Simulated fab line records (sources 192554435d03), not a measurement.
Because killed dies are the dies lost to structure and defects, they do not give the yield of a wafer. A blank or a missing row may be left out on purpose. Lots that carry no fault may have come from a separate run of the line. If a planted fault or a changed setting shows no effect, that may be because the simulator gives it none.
fab line records    flow n5Finfet
record lots=7  wafers=21  lastDay=17
route steps=1938 shown BEOL_M0_SAQP@652 BEOL_M4@1111
lots that met no fault: taken from a fault-free run of the same line
startH: the number of hours between the record's first day and the start of the first shown wafer of the lot    waitH: time in hours since the lot's previous step    " repeats the value in the row above    L1.1+2: a single row standing in for several wafers    - either no value or no given start    * or withheld: withheld    < > ~ a bound
route shown NAME@n: a module of which the file shows steps, and the number in the route of the first    usual: average and standard deviation across the fault-free wafers    same: alike in all rows    chamber/n: place in a boat    sites: each site's reading    _std_site: standard deviation of those values    _edge_site: outer sites' mean less inner sites'    radiusMm: how far each site lies from the wafer's centre    mask NAME#n: copy n    behind: the tool/chamber that last shaped the wafer    hold: what put the lot on hold/how long, in hours/how the hold closed    device: whichever transistor did not switch (one of n, p or np)    end of line: tests run on the same wafers once the route is complete    a step given without rows: its recipe and nothing more    killed: not the wafer's yield, but the dies lost to structure and defects at the first sort    map: a wafer's dies, x killed, . not, _ none there
set.NAME: setting as actually run; set.NAME@STEP: the setting as run at that earlier step    model.NAME: the simulator's own value behind a step, which no gauge read
a table for each step, a row for each wafer; lots at some steps of the route
services: from which hour (startH, from the record's first day; less than 0 if before it) a tool's chamber was out of use, for how many hours, and why
## steps
# step N5_BEOL_M0_SAQP_DESCUM_19
# recipe chemistry=O2  timeS=7.9  sourcePowerW=50  biasPowerW=20  pressureMtorr=20  rfFrequencyHz=2.712e+07  tempC=40  resist=CAR-ArF  o2FlowSccm=225
# step N5_BEOL_M0_SAQP_ETCH_83
# recipe chemistry=CF4  target=SiARC  targetDepthA=390  maskMaterial=CAR-ArF  timeS=65  ionEnergyEv=80  pressureMtorr=40  sourceW=545  biasW=36  Ar_flow_sccm=100  cf4FlowSccm=100  ends=cleared
# step N5_BEOL_M0_SAQP_ETCH_84
# recipe chemistry=N2/H2  target=SOC  targetDepthA=1000  overetchA=200  maskMaterial=SiARC  tempC=40  timeS=150  ionEnergyEv=200  pressureMtorr=30  sourceW=840  biasW=150  n2FlowSccm=200  h2FlowSccm=200
# step N5_BEOL_M0_SAQP_STRIP_80
# recipe chemistry=N2/H2  tempC=40  n2FlowSccm=200  h2FlowSccm=200  rfFrequencyHz=6e+07
# step N5_BEOL_M0_SAQP_HM_OPEN_112
# recipe chemistry=CHF3/O2  target=SiO2  stopOn=a-Si  targetDepthA=120  overEtchFrac=1.25  maskMaterial=SOC  timeS=13.5  pressureMtorr=30  sourceW=650  biasW=170  Ar_flow_sccm=200  CHF3_flow_sccm=50  O2_flow_sccm=5  ionEnergyEv=200  ends=endPoint
# usual drypumpMotorCurrentA=5.8/0.53  oesProductAu=0.49/0.044  rfVppV=525/6  showerheadPlenumPTorr=2.40/0.07  throttleValvePct=18.97/0.23
lot.wafer  tool        chamber  startH  waitH  drypumpMotorCurrentA  oesProductAu  rfHoursCounterH  rfVppV  showerheadPlenumPTorr  throttleValvePct
L700.3     rieDiel-02  3        146.43  0.0    4.7                   0.49          174              520     2.41                   19.06
L700.4     "           3        "       "      4.7                   0.48          -                521     2.41                   19.07
L700.6     "           0        "       "      6.0                   0.47          -                522     2.39                   19.22
L701.3     rieDiel-02  0        152.84  0.0    6.0                   0.47          208              522     2.39                   19.23
L701.4     "           0        "       "      6.0                   0.47          -                523     2.39                   19.22
L701.6     "           2        "       "      5.6                   0.49          -                532     2.42                   18.59
L702.1     rieDiel-02  3        158.47  0.0    4.7                   0.49          180              520     2.41                   19.08
L702.3     "           2        "       "      5.6                   0.48          131              533     2.42                   18.58
L702.6     "           0        "       "      6.0                   0.46          -                522     2.39                   19.24
L703.3     rieDiel-02  1        163.17  0.0    5.9                   0.64          2                530     2.57                   18.47
L703.4     "           2        "       "      5.6                   0.50          132              532     2.41                   18.59
L703.6     "           3        "       "      4.8                   0.49          -                519     2.41                   19.06
L710.2     rieDiel-04  2        205.80  0.0    5.5                   0.49          176              529     2.49                   18.89
L710.3     "           1        "       "      6.6                   0.49          167              513     2.31                   18.98
L710.6     "           2        "       "      5.5                   0.50          -                529     2.49                   18.89
L714.2     rieDiel-04  2        231.74  0.0    5.5                   0.48          185              529     2.49                   18.90
L714.3     "           0        "       "      6.2                   0.47          197              525     2.40                   19.04
L714.4     "           3        "       "      5.6                   0.66          1                533     2.57                   18.84
L716.2     rieDiel-02  2        240.01  0.0    5.6                   0.48          154              532     2.41                   18.62
L716.4     "           0        "       "      6.0                   0.46          232              524     2.38                   19.27
L716.6     "           3        "       "      4.8                   0.48          -                518     2.40                   19.12
# step N5_BEOL_M0_SAQP_STRIP_113
# recipe chemistry=CHF3/O2  resist=SiARC  rfFrequencyHz=6e+07
# step N5_BEOL_M0_SAQP_MANDREL_ETCH_20
# recipe targetDepthA=600  chemistry=HBr/Cl2  target=a-Si  stopOn=SiNx  btTimeS=10  maskMaterial=SOC  overEtchFrac=0.5  timeS=30  pressureMtorr=10  icpW=800  biasW=75  HBr_flow_sccm=150  Cl2_flow_sccm=80  ends=endPoint
# usual drypumpMotorCurrentA=5.7/0.36  oesProductAu=0.764/0.011  throttleValvePct=35.44/0.26
lot.wafer  tool      chamber  startH  waitH  drypumpMotorCurrentA  oesProductAu  rfHoursCounterH  throttleValvePct
L700.3     rieSi-03  2        146.51  0.0    6.1                   0.759         183              35.54
L700.4     "         1        "       "      6.1                   0.782         26               35.86
L700.6     "         3        "       "      5.2                   0.767         -                35.08
L701.3     rieSi-06  0        152.92  0.0    5.5                   0.766         142              35.08
L701.4     "         1        "       "      6.0                   0.764         140              35.21
L701.6     "         3        "       "      5.5                   0.771         -                35.71
L702.1     rieSi-04  0        158.55  0.0    5.6                   0.763         138              35.31
L702.3     "         2        "       "      5.7                   0.742         55               35.55
L702.6     "         0        "       "      5.6                   0.764         -                35.31
L703.3     rieSi-03  0        163.25  0.0    6.0                   0.765         136              35.48
L703.4     "         1        "       "      6.1                   0.770         26               35.89
L703.6     "         1        "       "      6.1                   0.793         -                35.87
L710.2     rieSi-04  3        205.88  0.0    6.4                   0.767         111              35.24
L710.3     "         1        "       "      5.5                   0.782         145              35.56
L710.6     "         2        "       "      5.7                   0.757         -                35.53
L714.2     rieSi-06  1        231.83  0.0    6.0                   0.773         142              35.21
L714.3     "         2        "       "      5.1                   0.746         154              35.69
L714.4     "         1        "       "      6.1                   0.768         -                35.19
L716.2     rieSi-06  1        240.09  0.0    6.0                   0.764         142              35.23
L716.4     "         1        "       "      6.0                   0.771         -                35.20
L716.6     "         0        "       "      5.5                   0.753         -                35.10
# step N5_BEOL_M0_SAQP_STRIP_86
# recipe chemistry=N2/H2  powerW=500  tempC=40  pressureMtorr=50  rfFrequencyHz=6e+07  overashFraction=0.3  biasPowerW=28  h2Frac=0.5  n2FlowSccm=300  h2FlowSccm=300
# usual biasPowerW=27.99/0.08  drypumpMotorCurrentA=5.8/0.53  oesProductAu=0.75/0.063  rfVppV=121.9/1.5  showerheadPlenumPTorr=3.34/0.1  throttleValvePct=19.0/0.34
lot.wafer  tool        chamber  startH  waitH  biasPowerW  drypumpMotorCurrentA  oesProductAu  rfHoursCounterH  rfVppV  showerheadPlenumPTorr  throttleValvePct
L700.3     rieDiel-02  0        146.61  0.1    28.07       6.0                   0.72          205              122.4   3.33                   19.6
L700.4     "           2        "       "      28.08       5.6                   0.77          -                122.4   3.38                   18.6
L700.6     "           3        "       "      27.90       4.8                   0.75          -                122.4   3.35                   19.2
L701.3     rieDiel-02  0        153.02  0.1    27.91       6.0                   0.71          208              122.3   3.33                   19.5
L701.4     "           2        "       "      27.86       5.6                   0.76          -                119.6   3.38                   18.6
L701.6     "           0        "       "      28.03       6.0                   0.71          -                121.6   3.33                   19.6
L702.1     rieDiel-04  0        158.67  0.1    28.06       6.1                   0.72          174              121.9   3.34                   18.7
L702.3     "           1        "       "      27.95       6.6                   0.77          154              121.6   3.23                   19.3
L702.6     "           1        "       "      27.94       6.6                   0.78          -                122.5   3.23                   19.4
L703.3     rieDiel-04  0        163.35  0.1    28.11       6.1                   0.73          175              122.1   3.34                   18.6
L703.4     "           2        "       "      27.96       5.5                   0.76          163              123.5   3.49                   18.8
L703.6     "           2        "       "      28.00       5.5                   0.76          -                121.6   3.49                   18.8
L710.2     rieDiel-05  1        205.98  0.1    28.11       6.7                   0.70          213              121.0   3.32                   19.0
L710.3     "           2        "       "      27.91       5.5                   0.69          248              122.5   3.31                   19.2
L710.6     "           3        "       "      28.04       5.6                   0.72          -                120.5   3.32                   19.2
L714.2     rieDiel-04  1        231.92  0.1    27.95       6.6                   0.75          177              122.7   3.22                   19.4
L714.3     "           2        "       "      28.21       5.5                   0.74          186              123.2   3.47                   18.8
L714.4     "           3        "       "      28.08       5.6                   0.99          1                121.3   3.57                   18.6
L716.2     rieDiel-04  3        240.19  0.1    28.00       5.7                   0.98          4                125.9   3.57                   18.6
L716.4     "           0        "       "      27.98       6.1                   0.71          -                121.5   3.32                   18.7
L716.6     "           1        "       "      28.04       6.6                   0.74          -                121.0   3.21                   19.4
# step N5_BEOL_M0_SAQP_STRIP_115
# recipe chemistry=postEtchResidueRemover  timeS=60  tempC=25  removerPh=withheld  removerWaterWtPct=withheld  removerFluorideWtPct=withheld
# step N5_BEOL_M0_SAQP_SRD_93
# recipe dry=ipaMarangoni  timeS=30  tempC=23  rinseLiquid=diw
# step N5_BEOL_M0_SAQP_RECESS_114
# recipe chemistry=HF/NH3  target=SiO2  targetDepthA=144  afsCycles=3  tempC=30  sublimationTempC=180  sublimationTimeS=60
# usual drypumpMotorCurrentA=6.0/0.49
lot.wafer  tool          chamber  startH  waitH  drypumpMotorCurrentA
L700.3     vaporEtch-02  1        146.86  0.1    6.0
L700.4     "             0        "       "      5.2
L700.6     "             1        "       "      6.0
L701.3     vaporEtch-01  0        153.27  0.1    6.5
L701.4     "             1        "       "      6.3
L701.6     "             0        "       "      6.5
L702.1     vaporEtch-02  1        158.80  0.0    6.0
L702.3     "             0        "       "      5.2
L702.6     "             1        "       "      5.9
L703.3     vaporEtch-02  1        163.60  0.1    6.0
L703.4     "             0        "       "      5.2
L703.6     "             0        "       "      5.2
L710.2     vaporEtch-01  0        206.11  0.0    6.5
L710.3     "             0        "       "      6.5
L710.6     "             0        "       "      6.5
L714.2     vaporEtch-01  0        232.06  0.0    6.5
L714.3     "             1        "       "      6.3
L714.4     "             0        "       "      6.5
L716.2     vaporEtch-02  0        240.32  0.0    5.2
L716.4     "             0        "       "      5.2
L716.6     "             1        "       "      5.9
# step N5_BEOL_M0_SAQP_SPACER1_ALD_98
# recipe material=SiO2  targetThkA=128  tempC=300  aldPrecursorFamily=BDEAS  aldCoReactant=O2-plasma  pulseTimeS=1  purgeTimeS=2  coReactantPurgeTimeS=2  aldCycles=138  pressureTorr=2
# step N5_BEOL_M0_SAQP_SPACER1_ETCHBACK_99
# recipe chemistry=CHF3/O2  mode=anisotropicEtchback  target=SiO2  targetDepthA=154  timeS=7.7  pressureMtorr=30  sourceW=650  biasW=170  Ar_flow_sccm=200  CHF3_flow_sccm=50  O2_flow_sccm=5  ionEnergyEv=200
# usual CHF3_flow_sccm=49.99/0.16  O2_flow_sccm=4.998/0.016  drypumpMotorCurrentA=5.8/0.51  oesProductAu=0.74/0.067  rfVppV=526/5.5  showerheadPlenumPTorr=2.40/0.072  throttleValvePct=19.04/0.25
lot.wafer  tool        chamber  startH  waitH  CHF3_flow_sccm  O2_flow_sccm  drypumpMotorCurrentA  oesProductAu  rfHoursCounterH  rfVppV  showerheadPlenumPTorr  throttleValvePct
L700.3     rieDiel-04  2        147.60  0.3    50.40           5.009         5.5                   0.77          158              530     2.50                   18.94
L700.4     "           0        "       "      49.91           4.981         6.1                   0.74          171              524     2.41                   19.06
L700.6     "           0        "       "      49.69           4.979         6.1                   0.73          -                522     2.41                   19.07
L701.3     rieDiel-04  3        154.72  0.3    -               -             -                     -             -                -       -                      -
L701.4     "           1        "       "      -               -             -                     -             -                -       -                      -
L701.6     "           0        "       "      -               -             -                     -             -                -       -                      -
L702.1     rieDiel-05  1        159.67  0.3    -               -             -                     -             -                -       -                      -
L702.3     "           2        "       "      -               -             -                     -             -                -       -                      -
L702.6     "           3        "       "      -               -             -                     -             -                -       -                      -
L703.3     rieDiel-05  2        164.34  0.3    -               -             -                     -             -                -       -                      -
L703.4     "           1        "       "      -               -             -                     -             -                -       -                      -
L703.6     "           3        "       "      -               -             -                     -             -                -       -                      -
L710.2     rieDiel-02  3        207.33  0.3    50.23           5.010         4.8                   0.73          193              520     2.40                   19.18
L710.3     "           1        "       "      50.19           4.975         5.9                   0.94          -                529     2.57                   18.55
L710.6     "           1        "       "      50.10           4.972         5.9                   0.93          -                529     2.57                   18.56
L714.2     rieDiel-02  3        233.23  0.6    50.19           5.023         4.8                   0.72          203              520     2.40                   19.18
L714.3     "           0        "       "      50.14           5.014         6.0                   0.69          229              522     2.38                   19.33
L714.4     "           2        "       "      49.92           4.991         5.6                   0.75          151              532     2.41                   18.69
L716.2     rieDiel-02  0        241.18  0.3    49.66           4.970         6.0                   0.69          232              522     2.38                   19.32
L716.4     "           2        "       "      50.12           4.996         5.6                   0.73          154              532     2.41                   18.70
L716.6     "           0        "       "      49.59           4.978         6.0                   0.69          -                522     2.38                   19.34
# step N5_BEOL_M0_SAQP_MANDREL1_REMOVE_100
# recipe chemistry=HBr/Cl2/O2  btTimeS=10  target=a-Si  stopOn=SiNx  endpoint=OES-SiCl  overEtchFrac=0.85  icpW=600  biasW=30  HBr_flow_sccm=150  Cl2_flow_sccm=80  O2_flow_sccm=5  pressureMtorr=10
# usual drypumpMotorCurrentA=5.8/0.37  oesProductAu=0.993/0.015  throttleValvePct=36.71/0.26
lot.wafer  tool      chamber  startH  waitH  drypumpMotorCurrentA  oesProductAu  rfHoursCounterH  throttleValvePct
L700.3     rieSi-04  3        147.69  0.1    6.4                   1.009         111              36.46
L700.4     "         2        "       "      5.7                   0.975         55               36.79
L700.6     "         2        "       "      5.7                   0.978         -                36.80
L701.3     rieSi-06  1        154.81  0.1    6.0                   0.367         140              36.46
L701.4     "         0        "       "      5.5                   0.358         142              36.33
L701.6     "         1        "       "      6.0                   0.370         -                36.45
L702.1     rieSi-03  0        159.76  0.1    6.0                   0.373         136              36.73
L702.3     "         3        "       "      5.3                   0.370         109              36.33
L702.6     "         0        "       "      6.0                   0.374         -                36.72
L703.3     rieSi-06  3        164.43  0.1    5.5                   0.379         121              36.95
L703.4     "         0        "       "      5.5                   0.371         143              36.34
L703.6     "         3        "       "      5.5                   0.379         -                36.96
L710.2     rieSi-03  3        207.45  0.1    5.2                   0.971         110              36.33
L710.3     "         2        "       "      6.1                   0.980         184              36.81
L710.6     "         1        "       "      6.1                   1.000         -                37.14
L714.2     rieSi-03  3        233.32  0.1    5.2                   0.983         111              36.33
L714.3     "         2        "       "      6.1                   0.989         185              36.80
L714.4     "         1        "       "      6.1                   1.009         28               37.14
L716.2     rieSi-04  2        241.27  0.1    5.7                   0.970         57               36.78
L716.4     "         0        "       "      5.6                   0.991         139              36.57
L716.6     "         0        "       "      5.6                   0.990         -                36.58
# step N5_BEOL_M0_SAQP_CD_MEAS_25
# recipe targetCdNm=13.1  landingEnergyEv=1000  detector=seInlens
# usual cdNm=12.80/0.22
lot.wafer  tool      chamber  startH  waitH  cdNm
L700.3     cdSem-02  0        147.80  0.1    12.63
L700.4     "         0        "       "      12.78
L700.6     "         0        "       "      12.85
L701.3     cdSem-01  0        154.92  0.1    -
L701.4     "         0        "       "      -
L701.6     "         0        "       "      -
L702.1     cdSem-01  0        159.87  0.1    -
L702.3     "         0        "       "      -
L702.6     "         0        "       "      -
L703.3     cdSem-02  0        164.54  0.1    -
L703.4     "         0        "       "      -
L703.6     "         0        "       "      -
L710.2     cdSem-01  0        207.56  0.1    13.07
L710.3     "         0        "       "      12.37
L710.6     "         0        "       "      13.06
L714.2     cdSem-01  0        233.43  0.1    12.88
L714.3     "         0        "       "      12.66
L714.4     "         0        "       "      13.02
L716.2     cdSem-01  0        241.38  0.1    12.91
L716.4     "         0        "       "      12.93
L716.6     "         0        "       "      12.80
# step N5_BEOL_M0_SAQP_ETCH_101
# recipe chemistry=CH3F/O2  target=SiNx  maskMaterial=SiO2  targetDepthA=299  timeS=42.7  pressureMtorr=30  sourceW=395  biasW=73  Ar_flow_sccm=150  CH3F_flow_sccm=30  O2_flow_sccm=20  ionEnergyEv=120
# usual drypumpMotorCurrentA=5.8/0.54  oesProductAu=0.74/0.07  rfVppV=298/3.4  showerheadPlenumPTorr=1.99/0.057  throttleValvePct=16.51/0.24
lot.wafer  tool        chamber  startH  waitH  drypumpMotorCurrentA  oesProductAu  rfHoursCounterH  rfVppV  showerheadPlenumPTorr  throttleValvePct
L700.3     rieDiel-04  3        147.90  0.1    5.7                   0.71          230              297     1.89                   16.77
L700.4     "           2        "       "      5.5                   0.77          158              300     2.08                   16.38
L700.6     "           3        "       "      5.6                   0.70          -                298     1.89                   16.77
L701.3     rieDiel-02  0        154.96  0.0    6.0                   0.27          209              297     1.98                   16.69
L701.4     "           3        "       "      4.8                   0.28          -                295     2.00                   16.56
L701.6     "           2        "       "      5.6                   0.29          -                304     2.01                   16.10
L702.1     rieDiel-05  0        159.92  0.0    5.4                   0.26          209              299     1.98                   16.45
L702.3     "           1        "       "      6.7                   0.26          201              302     1.98                   16.53
L702.6     "           3        "       "      5.6                   0.28          -                301     1.98                   16.78
L703.3     rieDiel-04  1        164.57  0.0    6.6                   0.29          155              292     1.92                   16.43
L703.4     "           2        "       "      5.5                   0.28          163              301     2.08                   16.36
L703.6     "           0        "       "      6.1                   0.28          -                298     2.00                   16.49
L710.2     rieDiel-02  3        208.10  0.5    4.7                   0.73          194              296     1.99                   16.64
L710.3     "           1        "       "      5.9                   0.93          -                300     2.13                   15.98
L710.6     "           3        "       "      4.7                   0.73          -                295     1.99                   16.64
L714.2     rieDiel-02  1        233.47  0.0    5.9                   0.91          25               301     2.13                   16.01
L714.3     "           3        "       "      4.7                   0.72          203              295     1.99                   16.65
L714.4     "           2        "       "      5.6                   0.74          151              302     2.00                   16.21
L716.2     rieDiel-04  3        241.42  0.0    5.6                   0.98          5                302     2.14                   16.33
L716.4     "           3        "       "      5.7                   0.97          -                302     2.14                   16.33
L716.6     "           0        "       "      6.1                   0.70          -                299     1.99                   16.60
# step N5_BEOL_M0_SAQP_ETCH_102
# recipe chemistry=CF4  target=SiO2  targetDepthA=40  ionEnergyEv=350  timeS=4.4  pressureMtorr=10  icpW=800  biasW=400  cf4FlowSccm=80
# usual cf4FlowSccm=80.02/0.24  drypumpMotorCurrentA=5.6/0.33  oesProductAu=0.987/0.013  throttleValvePct=21.77/0.16
lot.wafer  tool      chamber  startH  waitH  cf4FlowSccm  drypumpMotorCurrentA  oesProductAu  rfHoursCounterH  throttleValvePct
L700.3     rieSi-06  2        148.01  0.1    79.83        5.2                   0.979         152              22.00
L700.4     "         0        "       "      80.15        5.5                   0.975         142              21.55
L700.6     "         1        "       "      80.27        6.0                   0.962         -                21.60
L701.3     rieSi-04  0        155.06  0.1    80.10        5.6                   0.974         137              21.78
L701.4     "         1        "       "      79.98        5.5                   1.002         -                21.85
L701.6     "         0        "       "      79.76        5.6                   0.978         -                21.78
L702.1     rieSi-04  2        160.03  0.1    80.01        5.7                   0.971         55               21.79
L702.3     "         1        "       "      80.59        5.5                   1.007         144              21.87
L702.6     "         0        "       "      80.06        5.6                   0.988         -                21.77
L703.3     rieSi-03  1        164.68  0.1    80.10        6.2                   1.011         26               22.02
L703.4     "         2        "       "      80.41        6.1                   0.985         184              21.86
L703.6     "         0        "       "      79.96        6.0                   0.979         -                21.82
L710.2     rieSi-06  0        208.25  0.1    79.75        5.4                   0.992         143              21.55
L710.3     "         3        "       "      79.91        5.5                   1.012         122              21.94
L710.6     "         3        "       "      79.85        5.5                   0.999         -                21.94
L714.2     rieSi-06  1        233.58  0.1    79.89        6.0                   0.981         142              21.60
L714.3     "         2        "       "      79.97        5.2                   0.984         154              21.99
L714.4     "         0        "       "      79.74        5.4                   0.978         -                21.55
L716.2     rieSi-06  2        241.52  0.1    80.03        5.2                   0.979         154              21.99
L716.4     "         1        "       "      80.34        6.0                   0.979         -                21.62
L716.6     "         0        "       "      79.76        5.5                   0.984         -                21.54
# step N5_BEOL_M0_SAQP_MANDREL_ETCH_103
# recipe chemistry=HBr/Cl2  target=a-Si  targetDepthA=450  btTimeS=10  stopOn=SiCN  maskMaterial=SiO2  overEtchFrac=0.8  timeS=27  pressureMtorr=10  icpW=800  biasW=75  HBr_flow_sccm=150  Cl2_flow_sccm=80  ends=endPoint
# usual drypumpMotorCurrentA=5.6/0.33  oesProductAu=0.676/0.011  throttleValvePct=35.42/0.24
lot.wafer  tool      chamber  startH  waitH  drypumpMotorCurrentA  oesProductAu  rfHoursCounterH  throttleValvePct
L700.3     rieSi-06  2        148.04  0.0    5.1                   0.676         152              35.69
L700.4     "         0        "       "      5.4                   0.683         142              35.07
L700.6     "         1        "       "      6.0                   0.680         -                35.18
L701.3     rieSi-04  0        155.10  0.0    5.6                   0.281         137              36.21
L701.4     "         1        "       "      5.6                   0.287         -                36.47
L701.6     "         0        "       "      5.6                   0.286         -                36.21
L702.1     rieSi-04  2        160.06  0.0    5.7                   0.278         55               36.41
L702.3     "         1        "       "      5.5                   0.286         144              36.47
L702.6     "         0        "       "      5.6                   0.284         -                36.21
L703.3     rieSi-03  1        164.71  0.0    6.1                   0.286         26               36.77
L703.4     "         2        "       "      6.1                   0.283         184              36.43
L703.6     "         0        "       "      6.0                   0.287         -                36.35
L710.2     rieSi-06  0        208.28  0.0    5.4                   0.655         143              35.08
L710.3     "         3        "       "      5.5                   0.675         122              35.71
L710.6     "         3        "       "      5.5                   0.681         -                35.70
L714.2     rieSi-06  1        233.61  0.0    6.0                   0.674         142              35.20
L714.3     "         2        "       "      5.2                   0.680         154              35.68
L714.4     "         0        "       "      5.5                   0.675         -                35.06
L716.2     rieSi-06  2        241.56  0.0    5.2                   0.668         154              35.68
L716.4     "         1        "       "      6.0                   0.691         -                35.18
L716.6     "         0        "       "      5.4                   0.677         -                35.07
# step N5_BEOL_M0_SAQP_RECESS_104
# recipe chemistry=HF/NH3  target=SiO2  targetDepthA=180  afsCycles=3  tempC=30  sublimationTempC=180  sublimationTimeS=60
# step N5_BEOL_M0_SAQP_COAT_105
# recipe resist=SOC  tempC=250  timeS=60  spinRpm=1500  resistThkNm=100
# step N5_BEOL_M0_SAQP_ETCH_106
# recipe chemistry=N2/H2  target=SOC  targetDepthA=1500  stopOn=SiNx  ionEnergyEv=100  biasW=61  pressureMtorr=30  sourceW=850  n2FlowSccm=200  h2FlowSccm=200
# usual drypumpMotorCurrentA=5.8/0.54  oesProductAu=0.74/0.077  rfVppV=240.5/1.2  showerheadPlenumPTorr=2.54/0.078  throttleValvePct=17.94/0.23
lot.wafer  tool        chamber  startH  waitH  drypumpMotorCurrentA  oesProductAu  rfHoursCounterH  rfVppV  showerheadPlenumPTorr  throttleValvePct
L700.3     rieDiel-02  0        148.57  -      6.0                   0.71          206              241.0   2.52                   18.29
L700.4     "           2        "       "      5.6                   0.75          -                240.2   2.56                   17.59
L700.6     "           3        "       "      4.7                   0.74          -                238.9   2.54                   18.05
L701.3     rieDiel-02  1        155.63  -      5.9                   0.38          0                243.7   2.73                   17.40
L701.4     "           3        "       "      4.8                   0.27          178              241.1   2.53                   18.00
L701.6     "           2        "       "      5.6                   0.29          -                240.7   2.56                   17.54
L702.1     rieDiel-04  2        160.59  -      5.5                   0.29          162              243.0   2.64                   17.76
L702.3     "           3        "       "      5.7                   0.26          234              238.5   2.40                   18.08
L702.6     "           1        "       "      6.7                   0.29          -                238.6   2.44                   17.98
L703.3     rieDiel-05  0        165.24  -      5.4                   0.27          210              241.2   2.52                   17.92
L703.4     "           3        "       "      5.6                   0.27          195              239.8   2.52                   18.22
L703.6     "           2        "       "      5.5                   0.27          -                239.4   2.51                   17.87
L710.2     rieDiel-04  3        209.03  -      5.7                   0.68          249              239.3   2.39                   18.16
L710.3     "           1        "       "      6.6                   0.75          169              238.7   2.43                   18.05
L710.6     "           1        "       "      6.5                   0.75          -                239.9   2.43                   18.06
L714.2     rieDiel-04  3        234.18  -      5.7                   0.98          2                242.1   2.71                   17.71
L714.3     "           1        "       "      6.6                   0.75          178              240.0   2.43                   18.07
L714.4     "           2        "       "      5.5                   0.74          186              240.9   2.63                   17.86
L716.2     rieDiel-04  1        242.09  -      6.6                   0.74          181              239.8   2.43                   18.07
L716.4     "           0        "       "      6.1                   0.69          -                240.9   2.51                   17.87
L716.6     "           3        "       "      5.7                   0.96          -                242.9   2.71                   17.73
# step N5_BEOL_M0_SAQP_ETCH_107
# recipe chemistry=CH3F/O2  target=SiNx  targetDepthA=300  maskMaterial=SOC  pressureMtorr=30  sourceW=395  biasW=73  Ar_flow_sccm=150  CH3F_flow_sccm=30  O2_flow_sccm=20  ionEnergyEv=120
# step N5_BEOL_M4_RC_MEAS_101
# usual DIBL_N=36.3/1.2  DIBL_P=36.3/1.4  IOFF_N=0.157/0.02  IOFF_P=0.22/0.033  ION_N=675/9.6  ION_P=465/8.2  SS_N=71.4/0.45  SS_P=73.3/0.54  VT_N=249.8/2.5  VT_P=-249/3.2
lot.wafer  tool       chamber  startH  waitH  DIBL_N[mV/V]  DIBL_P[mV/V]  IOFF_N[nA/um]  IOFF_P[nA/um]  ION_N[uA/um]  ION_P[uA/um]  SS_N[mV/dec]  SS_P[mV/dec]  VT_N[mV]  VT_P[mV]
L700.3     prober-01  0        235.18  0.3    36.7          36.2          0.146          0.19           670           451           70.4          73.0          251.1     -256
L700.4     "          0        "       "      37.0          36.5          0.146          0.20           669           463           71.2          73.4          251.2     -251
L700.6     "          0        "       "      35.5          35.0          0.124          0.17           661           453           71.1          73.2          254.5     -253
L710.2     prober-02  0        274.16  0.2    36.7          36.3          0.167          0.20           687           466           71.1          73.6          250.2     -249
L710.3     "          0        "       "      36.1          36.5          0.162          0.21           669           458           71.9          73.6          249.7     -248
L710.6     "          0        "       "      35.6          35.0          0.143          0.19           670           458           71.8          73.0          249.7     -251
L716.2     prober-01  0        307.35  0.2    37.1          37.2          0.175          0.28           680           472           71.5          73.8          246.7     -245
L716.4     "          0        "       "      36.1          35.8          0.147          0.25           665           465           71.4          72.6          250.7     -246
L716.6     "          0        "       "      36.9          37.3          0.168          0.27           670           472           71.8          73.5          249.9     -245
L714.2     prober-02  0        309.13  0.2    37.2          37.4          0.182          0.25           679           463           71.3          73.4          245.6     -245
L714.3     "          0        "       "      35.6          35.7          0.150          0.21           669           466           70.6          73.3          248.5     -246
L714.4     "          0        "       "      37.5          37.6          0.181          0.25           678           466           71.4          73.6          247.2     -247
## services
tool          chamber  startH  hours  kind
rieDiel-02    1        137.73  -      clean
rieDiel-02    1        137.73  -      consumableReplace:focusRing
rieDiel-02    1        137.73  -      consumableReplace:showerhead
rieDiel-02    -        139.51  0.9    repair
rieSi-04      3        148.11  34.1   repair
rieSi-03      2        158.56  4.0    repair
rieSi-04      1        171.52  1.6    repair
vaporEtch-02  -        200.01  0.4    repair
rieDiel-02    0        202.66  7.8    repair
rieSi-03      0        204.71  4.4    repair
rieDiel-02    2        206.69  6.6    repair
rieDiel-05    2        209.91  -      clean
rieDiel-05    2        209.91  -      consumableReplace:focusRing
rieDiel-04    3        210.24  -      clean
rieDiel-04    3        210.24  -      consumableReplace:focusRing
rieDiel-04    3        210.24  -      consumableReplace:showerhead
rieDiel-04    3        210.24  16.8   scheduledDown
rieDiel-04    3        210.24  16.8   ventCycle
vaporEtch-02  -        212.12  0.4    repair
rieSi-06      3        227.95  20.4   repair
rieSi-06      2        228.45  2.3    repair
rieSi-03      2        241.47  -      clean
rieSi-03      2        241.47  14.1   scheduledDown
rieSi-03      2        241.47  14.1   ventCycle
## key
firstSign step=N5_BEOL_M0_SAQP_SPACER1_ETCHBACK_99  reading=toolRecord  direction=missing
effect step=N5_BEOL_M0_SAQP_MANDREL1_REMOVE_100  reading=oesProductAu  direction=down  sigmas=42  usual=0.993  struck=0.371
effect step=N5_BEOL_M0_SAQP_CD_MEAS_25  reading=cdNm  direction=missing
effect step=N5_BEOL_M0_SAQP_ETCH_101  reading=oesProductAu  direction=down  sigmas=6.7  usual=0.74  struck=0.28
effect step=N5_BEOL_M0_SAQP_MANDREL_ETCH_103  reading=oesProductAu  direction=down  sigmas=37  usual=0.676  struck=0.284
effect step=N5_BEOL_M0_SAQP_ETCH_106  reading=oesProductAu  direction=down  sigmas=5.9  usual=0.74  struck=0.29
metAt N5_BEOL_M0_SAQP_SPACER1_ETCHBACK_99
struckWafers L701.3,L701.4,L701.6,L702.1,L702.3,L702.6,L703.3,L703.4,L703.6
laterRowsLeftOut L701.3,L701.4,L701.6,L702.1,L702.3,L702.6,L703.3,L703.4,L703.6
sortLeftOut L701.3,L701.4,L701.6,L702.1,L702.3,L702.6,L703.3,L703.4,L703.6
onsetBetween 147.60 154.72
fault kind=skippedStepWhole  tool=rieDiel-04,rieDiel-05  chamber=-  onsetH=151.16  steps=N5_BEOL_M0_SAQP_SPACER1_ETCHBACK_99  scope=struckLotsOnly
# sortLeftOut: the simulated sort isn't trusted on such a fault, so these wafers' sort isn't shown, and their yield isn't known
# laterRowsLeftOut: the simulator's readings of these wafers behind a module that went badly wrong aren't trusted and aren't shown, but for the sort
